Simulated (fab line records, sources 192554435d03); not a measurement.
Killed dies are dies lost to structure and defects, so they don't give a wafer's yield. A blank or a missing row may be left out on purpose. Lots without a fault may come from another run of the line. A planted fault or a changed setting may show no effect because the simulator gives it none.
Chamber matching | flow n5_finfet | N5_BEOL_M7_ETCH_66 on rie_diel-01: 4 sister chambers
The step etches SOC in N2/H2, target depth 80 nm, overetch 16 nm, time 120 s. 4 wafers are shown with their chamber, then 7 later ones without.

WAFERS WITH THEIR CHAMBER
wafer  | chamber | throttle_valve_pct (%)
L086.6 | 3       | 18.04
L087.6 | 2       | 18.05
L089.2 | 0       | 17.37
L089.4 | 1       | 17.84

WAFERS WITHOUT THEIR CHAMBER
wafer  | throttle_valve_pct (%)
L089.6 | 17.83
L092.1 | 18.04
L092.3 | 17.37
L092.4 | 17.83
L093.1 | 17.82
L093.5 | 18.05
L093.6 | 18.07

WHICH CHAMBER EACH WENT THROUGH
wafer  | from the rows above     | in truth
L089.6 | 1                       | 1
L092.1 | can't be placed: 3 or 2 | 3
L092.3 | 0                       | 0
L092.4 | 1                       | 1
L093.1 | 1                       | 1
L093.5 | can't be placed: 2 or 3 | 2
L093.6 | can't be placed: 2 or 3 | 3
Placed correctly: 4 of 7. Can't be placed from these rows: 3 (the true chamber is among the candidates in 3). Placed wrongly: 0.
How it was worked out, from the rows above alone: a wafer's distance from a chamber is the root of the sum, over the readings, of the square of ((its reading less the chamber's mean) divided by the reading's scatter). The wafer belongs to the nearest chamber; if the next one is less than 2 further off, it can't be placed. A chamber's mean is the mean of its shown wafers. The scatter: with one shown wafer a chamber, the root of the mean of the squares of how far each hidden wafer lies from its nearest shown one.
